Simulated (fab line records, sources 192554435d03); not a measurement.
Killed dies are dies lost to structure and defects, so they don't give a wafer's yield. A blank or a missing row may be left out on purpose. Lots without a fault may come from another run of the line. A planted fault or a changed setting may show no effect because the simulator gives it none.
A struck lot beside a sound one | flow n5_finfet | 42 steps out of a route of 1938
Sound: wafers L847.2, L847.4, L847.6. Struck: wafer L854.6. (L854.5 of the same lot was not struck and is left out.) The cause comes at the end.
At each step with rows: each side's tool, then ch and its chambers, then its first start. Under that, the readings that differ: sound wafers | struck wafers | difference of the means | sigmas: that difference in standard deviations of wafers without a fault.
alike: readings whose means differ by less than 2 such deviations, and words and numbers that are the same on both sides. not compared: withheld readings, readings that some wafer has no value for, bounds like >300 that may hide the same value, and numbers for which the record gives no deviation and whose values overlap.
The two part at a step that has a row with sigmas, a row that says differs or no value, or rows on one side only. Numbers that don't overlap but have no deviation are shown without sigmas and don't part them. A reading that every wafer of one side lacks parts them only if that side has two wafers or more.

first, 11 steps without rows for these wafers: N5_BEOL_M2_DESCUM_33 (chemistry O2, time 7 s); N5_BEOL_M2_ETCH_77 (etches underlayer in N2/H2, target depth 6.5 nm, time 5.2 s); N5_BEOL_M2_ETCH_69 (etches SiARC in CF4, target depth 15.6 nm, time 26 s); N5_BEOL_M2_ALD_98 (deposits SiO2, target thk 2.5 nm, pulse time 1 s, co reactant pulse time 1 s); N5_BEOL_M2_ETCHBACK_99 (etches SiO2 in CHF3, target depth 5 nm, time 10.4 s); N5_BEOL_M2_ETCH_70 (etches SOC in N2/H2, target depth 80 nm, overetch 24 nm, time 130 s); N5_BEOL_M2_STRIP_71 (strips in N2/H2); N5_BEOL_M2_STRIP_78 (strips in N2/H2); N5_BEOL_M2_VIA_ETCH_34 (etches the open film in C4F6/O2, target depth 69.4 nm, time 65.9 s); N5_BEOL_M2_STRIP_83 (strips in C4F6/O2); N5_BEOL_M2_STRIP_36 (strips in N2/H2).
N5_BEOL_M2_TRENCH_ETCH_37: etches SiOC in C4F6/O2, target depth 55.555 nm, time 29.2 s.
  sound on rie_diel-01 ch 1,2, day 9 07:46; struck on rie_diel-01 ch 2, day 11 04:38
  reading                             | sound            | struck | difference | sigmas
  model.BEOL_M2.feature_depth_nm (nm) | 54.6 56 54.6     | 52.6   | -2.5       |
  model.etch.depth_nm (nm)            | 54.5 55.92 54.66 | 52.63  | -2.40      |
  alike: drypump_motor_current_A, oes_product_au, rf_vpp_V, showerhead_plenum_p_Torr, throttle_valve_pct
  not compared: rf_hours_counter_h
then, 27 steps without rows for these wafers: N5_BEOL_M2_ETCH_41 (etches SiCN in CH3F/O2, target depth 29.9 nm, time 52.5 s); N5_BEOL_M2_STRIP_97 (strips in N2/H2, time 10 s); N5_BEOL_M2_HM_STRIP_39 (strips TiN in peroxide tin strip, target depth 25 nm, time 158 s); N5_BEOL_M2_SRD_40 (time 30 s); N5_BEOL_M2_PRECLEAN_42 (cleans in residue remover, time 60 s); N5_BEOL_M2_SRD_43 (time 30 s); N5_BEOL_M2_DEGAS_44 (time 60 s); N5_BEOL_M2_PRE_CLEAN_45 (time 30 s); N5_BEOL_M2_ALD_84 (deposits TaN, pulse time 2 s, purge time 3 s, co reactant purge time 2 s); N5_BEOL_M2_SURFACE_TREAT_85; N5_BEOL_M2_CVD_47 (deposits Co from CCTBA/H2, target thk 3 nm, time 223.8 s); N5_BEOL_M2_SPUTTER_48 (material Cu, target thk 4.5 nm, time 8.29 s); N5_BEOL_M2_ANNEAL_49 (time 240 s); N5_BEOL_M2_SPUTTER_79 (material Cu, target thk 4.5 nm, time 8.29 s); N5_BEOL_M2_ANNEAL_80 (time 240 s); N5_BEOL_M2_SPUTTER_81 (material Cu, target thk 4.5 nm, time 8.29 s); N5_BEOL_M2_ANNEAL_82 (time 240 s); N5_BEOL_M2_SPUTTER_86 (material Cu, target thk 4.5 nm, time 8.29 s); N5_BEOL_M2_ANNEAL_87 (time 240 s); N5_BEOL_M2_SPUTTER_88 (material Cu, target thk 4.5 nm, time 8.29 s); N5_BEOL_M2_ANNEAL_89 (time 240 s); N5_BEOL_M2_SPUTTER_90 (material Cu, target thk 4.5 nm, time 8.29 s); N5_BEOL_M2_ANNEAL_91 (time 240 s); N5_BEOL_M2_SPUTTER_92 (material Cu, target thk 4.5 nm, time 8.29 s); N5_BEOL_M2_ANNEAL_93 (time 240 s); N5_BEOL_M2_SPUTTER_94 (material Cu, target thk 4.5 nm, time 8.29 s); N5_BEOL_M2_ANNEAL_95 (time 240 s).
N5_BEOL_M2_CMP_52: polishes, stops on SiOC, t overpolish 6.8 s, target thk 40 nm.
  sound on cmp-02 ch 2,3, day 9 11:31; struck on cmp-02 ch 1, day 11 08:50
  reading                                | sound          | struck | difference | sigmas
  barrier_field_endpoint_s (s)           | 25.3 27.2 27.1 | 23.7   | -2.8       | -3
  model.Cu_of_BEOL_M2_ECD_50.thk_nm (nm) | 39.6 42.2 40.6 | 35.2   | -5.6       |
  alike: motor_current_A, overpolish_run_s, time_to_endpoint_s
N5_BEOL_M4_RC_MEAS_101:
  sound on prober-02 ch 0, day 10 12:52; struck on prober-01 ch 0, day 12 10:13
  alike: DIBL_N, DIBL_P, IOFF_N, IOFF_P, ION_N, ION_P, SS_N, SS_P, VT_N, VT_P
-- the record jumps here: 5 days lie between the struck wafers' starts before and after (it left off in module BEOL_M4 and takes up again in module PASSIVATION, whose first step shown is number 1936 of the route) --
N5_PASSIVATION_PROBE_49:
  sound on prober-02, day 15 12:15; struck on prober-01, day 17 03:23
  reading         | sound | struck | difference | sigmas
  killed_at_M4_up | 7 8 7 | 20     | +13        | +2
  alike: defect_limited_yield, killed_at_M0_to_M3, killed_at_contacts, killed_at_front_end, killed_at_other, killed_dies, killed_open, killed_short, sort_bin_4_leakage, sort_bin_5_function, sort_bin_6_memory, sort_bin_8_speed, sort_n_pass, sort_yield_pct

WHERE THEY PART
First at N5_BEOL_M2_CMP_52; last, within this record, at N5_PASSIVATION_PROBE_49.

WHY: what the simulator had put in
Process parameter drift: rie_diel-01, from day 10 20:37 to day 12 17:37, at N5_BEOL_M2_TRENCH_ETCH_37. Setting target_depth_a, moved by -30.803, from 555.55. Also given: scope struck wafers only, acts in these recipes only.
